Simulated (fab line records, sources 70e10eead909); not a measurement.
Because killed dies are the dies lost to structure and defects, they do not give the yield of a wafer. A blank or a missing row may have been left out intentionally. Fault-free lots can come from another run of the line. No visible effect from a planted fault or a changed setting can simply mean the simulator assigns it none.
Code-filled problem report in 8D (eight disciplines) form + flow nandHarc + the parts of the form that need people (team, actions taken, sign-off) are left out

== 1. WHAT IS WRONG ==
Mean of cdNm at NHARC_P_GATE_CD_MEAS_26: 223.2 nm across 6 wafers in 2 lots; on wafers with no fault it is 119.5 nm (standard deviation 0.79). So: +99 or more standard deviations from the usual mean.
The step: target cd 120 nm.
The first sign was on wafer L813.1 at day 11 09:03, on cdSem-03. At this step, 39 wafers from 13 lots have a number in the record. By rule, "out" or "out of limits" means more than 4 standard deviations away from the usual mean. The other wafers with a number count as sound.

== 2. WHAT IT IS AND WHAT IT IS NOT ==
| question                    | is                     | is not                                                                    |
|-----------------------------|------------------------|---------------------------------------------------------------------------|
| which readings at this step | cdNm                   | -                                                                         |
| which lots                  | L813, L815             | L796, L798, L799, L800, L802, L806, L807, L808, L810, L814, L816          |
| which wafers of those lots  | all that have a number | -                                                                         |
| read on which gauges        | cdSem-01, cdSem-03     | cdSem-02                                                                  |
| when                        | from day 11 09:03      | up to then (27 sound wafers); but 6 sound wafers of L814, L816 came after |

== 3. THE SUSPECTS, EACH WITH WHAT RULES IT OUT ==
Counting: a tool stays on the suspect list if, at a process step up to the reading, it processed all lots that are out and no sound lot following the first of them.
- the gauge at NHARC_P_GATE_CD_MEAS_26 has been ruled out. The wafers that are out were read on 2 gauges (cdSem-01, cdSem-03).
- pecvd-02 at NHARC_P_GATE_DEP_103 (deposits SiON, target thk 30 nm): ruled out as a lasting fault. After its first lot that is out, L813 (day 11 08:23), sound lots L814 ran on it.
- lithoTrack-01 at NHARC_P_GATE_PEB_24 (peb time 65 s): kept. All lots that are out passed through it, beginning with L813 at day 11 08:58, and no sound lot followed; its final sound lot before that point was L807 at day 8 12:53. Its own heaterPowerTotalW readings are out on those wafers.
The count leaves lithoTrack-01 at NHARC_P_GATE_PEB_24.

== 4. THE CAUSE (what the simulator had put in) ==
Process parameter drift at NHARC_P_GATE_PEB_24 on lithoTrack-01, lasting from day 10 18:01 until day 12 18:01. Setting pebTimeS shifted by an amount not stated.
Counting left only this tool.

== 5. THE EFFECT CHAIN, in route order ==
One row per reading whose mean, taken over the struck wafers that have a number, lies over 3 standard deviations from the usual. Only readings for which the record gives a usual standard deviation are gone through. hours: the time from each lot's start at the first step in this table that gives one to its start at this step, as a median over the lots. sigmas: the change in usual standard deviations.
| hours | step                    | reading           | usual    | on struck wafers | change | sigmas      |
|-------|-------------------------|-------------------|----------|------------------|--------|-------------|
| 0     | NHARC_P_GATE_PEB_24     | heaterPowerTotalW | 156.6 W  | 435.7            | +279.1 | +99 or more |
| 0     | NHARC_P_GATE_CD_MEAS_26 | cdNm              | 119.5 nm | 223.2            | +103.7 | +99 or more |
| 472   | NHARC_END_SORT_01       | killedAtPeriphery | 4.2      | 618.2            | +614.0 | +99 or more |
| 472   | NHARC_END_SORT_01       | killedDies        | 67       | 677              | +610   | +36         |
It contains these process steps:
- NHARC_P_GATE_PEB_24: peb time 65 s.

== 6. HOW IT WOULD HAVE BEEN CAUGHT EARLIER ==
The first out-of-limits reading at a measuring or inspecting step in this record came at day 11 09:03, 15 hours after the fault's start at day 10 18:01.
The tool's own readings at NHARC_P_GATE_PEB_24 were out on every struck wafer that the step has a row for (heaterPowerTotalW): an alarm limit on them would have fired on the first of those.
Lots out: 2; of these, L815 started NHARC_P_GATE_PEB_24 on lithoTrack-01 after day 11 09:03. A tool hold placed at that time would have kept it from harm.
